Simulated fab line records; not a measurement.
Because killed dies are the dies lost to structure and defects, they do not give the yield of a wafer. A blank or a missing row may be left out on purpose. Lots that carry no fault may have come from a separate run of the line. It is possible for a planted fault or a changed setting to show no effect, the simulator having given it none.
One fault through the eyes of 2 desks :: flow n5-finfet :: numbers are kept per desk, each desk with only its own; the story behind them comes last
Where a reading is given only as a bound, like >300, the bound stands for it, and a mean or a difference that rests on one is marked > or <: the true number lies beyond.

## THE METROLOGY DESK
What the gauges read for every lot (on any tool): the sampled wafers with a number, averaged. If a lot's mean is further than 4 standard deviations from the usual mean, the lot is out of limits and carries the mark OUT (the distance appears in the brackets).
Columns: A = V11_OVL at N5_BEOL_M12_OVL_MEAS_11, usual 1 nm
lot: L839
first seen here: day 10 22:11
A: 7

lot: L843
first seen here: day 11 15:54
A: -0

lot: L844
first seen here: day 11 23:28
A: 11

lot: L845
first seen here: day 12 09:53
A: -3

lot: L847
first seen here: day 12 13:20
A: -1

lot: L848
first seen here: day 13 02:20
A: -1

lot: L858
first seen here: day 15 03:31
A: 3

lot: L857
first seen here: day 15 07:40
A: -0

lot: L859
first seen here: day 15 12:29
A: 3

lot: L861
first seen here: day 16 13:30
A: 2
This desk's verdict: no lot among the 10 shows anything out of limits.

## THE DEFECT DESK
Per lot, the means of the sampled wafers with a number show what the inspections along the route counted. If a lot's mean is further than 4 standard deviations from the usual mean, the lot is out of limits and carries the mark OUT (the distance appears in the brackets).
Columns: A = raw-defect-count at N5_BEOL_M11_INSPECT_58, usual 68; B = raw-defect-count at N5_BEOL_M12_INSPECT_12, usual 2
lot: L839
first seen here: day 10 21:34
A: 62
B: 2

lot: L843
first seen here: day 11 15:16
A: 55
B: 2

lot: L844
first seen here: day 11 22:58
A: 80
B: 4

lot: L845
first seen here: day 12 09:23
A: 81
B: 2

lot: L847
first seen here: day 12 12:43
A: 173 (+5.5) OUT
B: >102 (>+71) OUT

lot: L848
first seen here: day 13 01:43
A: 203 (+7.1) OUT
B: >102 (>+71) OUT

lot: L858
first seen here: day 15 03:01
A: 73
B: 2

lot: L857
first seen here: day 15 06:59
A: 60
B: 1

lot: L859
first seen here: day 15 11:56
A: 59
B: 2

lot: L861
first seen here: day 16 12:52
A: 70
B: 2
This desk's finding: out of limits on L847, L848; first on L847, day 12 12:43 (raw-defect-count at N5_BEOL_M11_INSPECT_58). L839, L843, L844, L845, L858, L857, L859, L861 stayed within limits.

## TAKEN TOGETHER
The defect desk could have raised an alarm at day 12 12:43, on L847, L848.
Nothing out of limits was seen by the metrology desk.
The metrology desk holds a record of L847, L848, inside its limits.
N5_BEOL_M11_PRE_CLEAN_55 was run on pecvd-03 by each of the lots named.

## WHAT THE SIMULATOR HAD INSERTED
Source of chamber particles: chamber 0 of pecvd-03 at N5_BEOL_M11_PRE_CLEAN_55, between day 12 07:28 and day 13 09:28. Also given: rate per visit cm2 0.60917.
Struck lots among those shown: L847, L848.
Hours from the fault's start to each desk's first reading out of limits: the defect desk, 5.
